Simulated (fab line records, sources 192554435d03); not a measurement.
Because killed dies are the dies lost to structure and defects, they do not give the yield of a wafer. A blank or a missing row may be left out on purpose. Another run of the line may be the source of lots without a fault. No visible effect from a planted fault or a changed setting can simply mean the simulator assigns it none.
Chamber matching || flow n5Finfet || N5_BEOL_M3_ALD_84 on aldMetal-02 has 4 sister chambers
The step deposits TaN, pulse time 2 s, purge time 3 s, co reactant purge time 2 s. 4 wafers are shown with their chamber, then 8 later ones without.

== EACH WAFER AND ITS CHAMBER ==
{"wafer": "L079.1", "chamber": 2, "heaterPowerOuterW (W)": 209}
{"wafer": "L083.5", "chamber": 0, "heaterPowerOuterW (W)": 260}
{"wafer": "L084.5", "chamber": 3, "heaterPowerOuterW (W)": 277}
{"wafer": "L086.2", "chamber": 1, "heaterPowerOuterW (W)": 206}

== WAFERS MISSING THEIR CHAMBER ==
{"wafer": "L086.3", "heaterPowerOuterW (W)": 274}
{"wafer": "L086.5", "heaterPowerOuterW (W)": 285}
{"wafer": "L088.1", "heaterPowerOuterW (W)": 211}
{"wafer": "L088.3", "heaterPowerOuterW (W)": 261}
{"wafer": "L088.6", "heaterPowerOuterW (W)": 280}
{"wafer": "L092.3", "heaterPowerOuterW (W)": 256}
{"wafer": "L092.4", "heaterPowerOuterW (W)": 253}
{"wafer": "L092.5", "heaterPowerOuterW (W)": 281}

== EACH ONE'S CHAMBER ==
{"wafer": "L086.3", "from the rows above": 3, "in truth": 3}
{"wafer": "L086.5", "from the rows above": 3, "in truth": 3}
{"wafer": "L088.1", "from the rows above": "can't be placed: 2 or 1", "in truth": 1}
{"wafer": "L088.3", "from the rows above": 0, "in truth": 0}
{"wafer": "L088.6", "from the rows above": 3, "in truth": 3}
{"wafer": "L092.3", "from the rows above": 0, "in truth": 0}
{"wafer": "L092.4", "from the rows above": 0, "in truth": 0}
{"wafer": "L092.5", "from the rows above": 3, "in truth": 3}
Correctly placed: 7 of 8. Can't be placed from these rows: 1 (the true chamber is among the candidates in 1). 0 placed wrongly.
How it was worked out, from the rows above alone: a wafer's distance from a chamber is the root of the sum, over the readings, of the square of ((its reading less the chamber's mean) divided by the reading's scatter). The wafer belongs to the nearest chamber; if the next one is less than 2 further off, it can't be placed. For every chamber, the mean is computed from those of its wafers that are shown. The scatter: with one shown wafer a chamber, the root of the mean of the squares of how far each hidden wafer lies from its nearest shown one.
